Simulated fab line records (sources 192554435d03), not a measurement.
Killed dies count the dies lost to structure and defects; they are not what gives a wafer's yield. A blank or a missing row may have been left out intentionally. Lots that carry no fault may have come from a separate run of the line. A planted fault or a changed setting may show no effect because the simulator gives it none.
Split-lot experiment / flow n5Finfet / on a route of 1938 steps: 7 lots, 21 wafers read

SPLIT DETAILS
At N5_BEOL_M8_DESCUM_33 (chemistry O2, time 7 s), the setting timeS was moved away from the recipe's 7 s on 14 of the 21 wafers read, by +6.9% to +19.9%. The other wafers ran this setting at the recipe's value.

The split's own step is where the reading is taken.

THE READING
CAR-EUV_of_BEOL_M8_COAT_22.thkNm (the simulator's own value, which no gauge read), in nm, at N5_BEOL_M8_DESCUM_33 (chemistry O2, time 7 s). The file does not state a usual value for it. The 7 wafers here that ran the recipe average 26.1 nm, standard deviation 0.099 nm.

wafer=L074.1; tool, chamber at the split=rieDiel-01, 2; timeS as run, s=7.725; against the recipe=+10.4%; CAR-EUV_of_BEOL_M8_COAT_22.thkNm, nm=25.8; against lot-mates on the recipe=-0.2
wafer=L074.3; tool, chamber at the split=rieDiel-01, 3; timeS as run, s=7.725; against the recipe=+10.4%; CAR-EUV_of_BEOL_M8_COAT_22.thkNm, nm=25.6; against lot-mates on the recipe=-0.4
wafer=L074.5; tool, chamber at the split=rieDiel-01, 3; timeS as run, s=7; against the recipe=recipe; CAR-EUV_of_BEOL_M8_COAT_22.thkNm, nm=26; against lot-mates on the recipe=-
wafer=L075.2; tool, chamber at the split=rieDiel-03, 3,0; timeS as run, s=7.485; against the recipe=+6.9%; CAR-EUV_of_BEOL_M8_COAT_22.thkNm, nm=25.8; against lot-mates on the recipe=-0.2
wafer=L075.3; tool, chamber at the split=rieDiel-03, 3,0; timeS as run, s=7.485; against the recipe=+6.9%; CAR-EUV_of_BEOL_M8_COAT_22.thkNm, nm=25.8; against lot-mates on the recipe=-0.2
wafer=L075.5; tool, chamber at the split=rieDiel-03, 3; timeS as run, s=7; against the recipe=recipe; CAR-EUV_of_BEOL_M8_COAT_22.thkNm, nm=26; against lot-mates on the recipe=-
wafer=L080.1; tool, chamber at the split=rieDiel-03, 0,2; timeS as run, s=7.619; against the recipe=+8.8%; CAR-EUV_of_BEOL_M8_COAT_22.thkNm, nm=25.6; against lot-mates on the recipe=-0.4
wafer=L080.6; tool, chamber at the split=rieDiel-03, 0,2; timeS as run, s=7.619; against the recipe=+8.8%; CAR-EUV_of_BEOL_M8_COAT_22.thkNm, nm=25.6; against lot-mates on the recipe=-0.4
wafer=L080.2; tool, chamber at the split=rieDiel-03, 3; timeS as run, s=7; against the recipe=recipe; CAR-EUV_of_BEOL_M8_COAT_22.thkNm, nm=26; against lot-mates on the recipe=-
wafer=L079.2; tool, chamber at the split=rieDiel-03, 2,1; timeS as run, s=8.396; against the recipe=+19.9%; CAR-EUV_of_BEOL_M8_COAT_22.thkNm, nm=25.2; against lot-mates on the recipe=-0.8
wafer=L079.4; tool, chamber at the split=rieDiel-03, 2,1; timeS as run, s=8.396; against the recipe=+19.9%; CAR-EUV_of_BEOL_M8_COAT_22.thkNm, nm=25.2; against lot-mates on the recipe=-0.8
wafer=L079.3; tool, chamber at the split=rieDiel-03, 0; timeS as run, s=7; against the recipe=recipe; CAR-EUV_of_BEOL_M8_COAT_22.thkNm, nm=26; against lot-mates on the recipe=-
wafer=L083.1; tool, chamber at the split=rieDiel-01, 3,2,1; timeS as run, s=8.359; against the recipe=+19.4%; CAR-EUV_of_BEOL_M8_COAT_22.thkNm, nm=25.4; against lot-mates on the recipe=no lot-mate on the recipe
wafer=L083.3; tool, chamber at the split=rieDiel-01, 3,2,1; timeS as run, s=8.359; against the recipe=+19.4%; CAR-EUV_of_BEOL_M8_COAT_22.thkNm, nm=25.4; against lot-mates on the recipe=no lot-mate on the recipe
wafer=L083.6; tool, chamber at the split=rieDiel-01, 3,2,1; timeS as run, s=8.359; against the recipe=+19.4%; CAR-EUV_of_BEOL_M8_COAT_22.thkNm, nm=25.4; against lot-mates on the recipe=no lot-mate on the recipe
wafer=L084.1; tool, chamber at the split=rieDiel-03, 1,3,0; timeS as run, s=7; against the recipe=recipe; CAR-EUV_of_BEOL_M8_COAT_22.thkNm, nm=26.2; against lot-mates on the recipe=-
wafer=L084.2; tool, chamber at the split=rieDiel-03, 1,3,0; timeS as run, s=7; against the recipe=recipe; CAR-EUV_of_BEOL_M8_COAT_22.thkNm, nm=26.2; against lot-mates on the recipe=-
wafer=L084.3; tool, chamber at the split=rieDiel-03, 1,3,0; timeS as run, s=7; against the recipe=recipe; CAR-EUV_of_BEOL_M8_COAT_22.thkNm, nm=26.2; against lot-mates on the recipe=-
wafer=L096.1; tool, chamber at the split=rieDiel-01, 2,1; timeS as run, s=7.482; against the recipe=+6.9%; CAR-EUV_of_BEOL_M8_COAT_22.thkNm, nm=25.8; against lot-mates on the recipe=no lot-mate on the recipe
wafer=L096.3; tool, chamber at the split=rieDiel-01, 2,1; timeS as run, s=7.482; against the recipe=+6.9%; CAR-EUV_of_BEOL_M8_COAT_22.thkNm, nm=25.8; against lot-mates on the recipe=no lot-mate on the recipe
wafer=L096.4; tool, chamber at the split=rieDiel-01, 3; timeS as run, s=7.482; against the recipe=+6.9%; CAR-EUV_of_BEOL_M8_COAT_22.thkNm, nm=25.6; against lot-mates on the recipe=no lot-mate on the recipe
If several chambers appear in one row, that row covers several wafers at once and the file leaves open which wafer was in which chamber.

THE FIT
A straight line over all 21 wafers: CAR-EUV_of_BEOL_M8_COAT_22.thkNm changes by -0.0389 nm for each +1% of timeS; r = -0.95; the points scatter about the line by 0.1 nm.
The same after taking each lot's own level away (the mean of its wafers on the recipe; 15 wafers): -0.0389 nm for each +1%; r = -0.97; scatter 0.066 nm.
Per that fit: largest timeS move, reading shift of 0.78 nm.
Measured against the standard deviation above, the lots' own levels, which go from 26.00 to 26.20 nm, span 2.0 times it.
The two slopes agree, so the slope changes little with the lot-to-lot level.
Check: -0.745 nm against its lot-mates is what the line predicts for one of the wafers moved furthest among these (+19.9%) when that wafer is left out of the fit. Against them it came out at -0.8 nm.

OTHER SPLITS ON THESE WAFERS
Before the reading, these wafers also passed through other splits. Each is held against what the fit with the lots' levels taken away leaves over:
other split on the same wafers=N5_BEOL_M4_DESCUM_33 timeS; wafers away from the commonest value=10; r with CAR-EUV_of_BEOL_M8_COAT_22.thkNm (lot level and that fit taken away)=+0.30
other split on the same wafers=N5_BEOL_M4_ETCH_70 timeS; wafers away from the commonest value=6; r with CAR-EUV_of_BEOL_M8_COAT_22.thkNm (lot level and that fit taken away)=-0.30
other split on the same wafers=N5_BEOL_M5_COAT_74 spinRpm; wafers away from the commonest value=9; r with CAR-EUV_of_BEOL_M8_COAT_22.thkNm (lot level and that fit taken away)=-0.15
other split on the same wafers=N5_BEOL_M5_COAT_22 spinRpm; wafers away from the commonest value=5; r with CAR-EUV_of_BEOL_M8_COAT_22.thkNm (lot level and that fit taken away)=+0.31
other split on the same wafers=N5_BEOL_M6_PECVD_70 timeS; wafers away from the commonest value=8; r with CAR-EUV_of_BEOL_M8_COAT_22.thkNm (lot level and that fit taken away)=-0.42
other split on the same wafers=N5_BEOL_M7_ILD_DEP_00 timeS; wafers away from the commonest value=7; r with CAR-EUV_of_BEOL_M8_COAT_22.thkNm (lot level and that fit taken away)=+0.15
other split on the same wafers=N5_BEOL_M8_COAT_71 spinRpm; wafers away from the commonest value=6; r with CAR-EUV_of_BEOL_M8_COAT_22.thkNm (lot level and that fit taken away)=-0.24

THE FILE'S OWN FIT
CAR-EUV_of_BEOL_M8_COAT_22.thkNm changes by -0.038 nm for each +1% of timeS, r = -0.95.
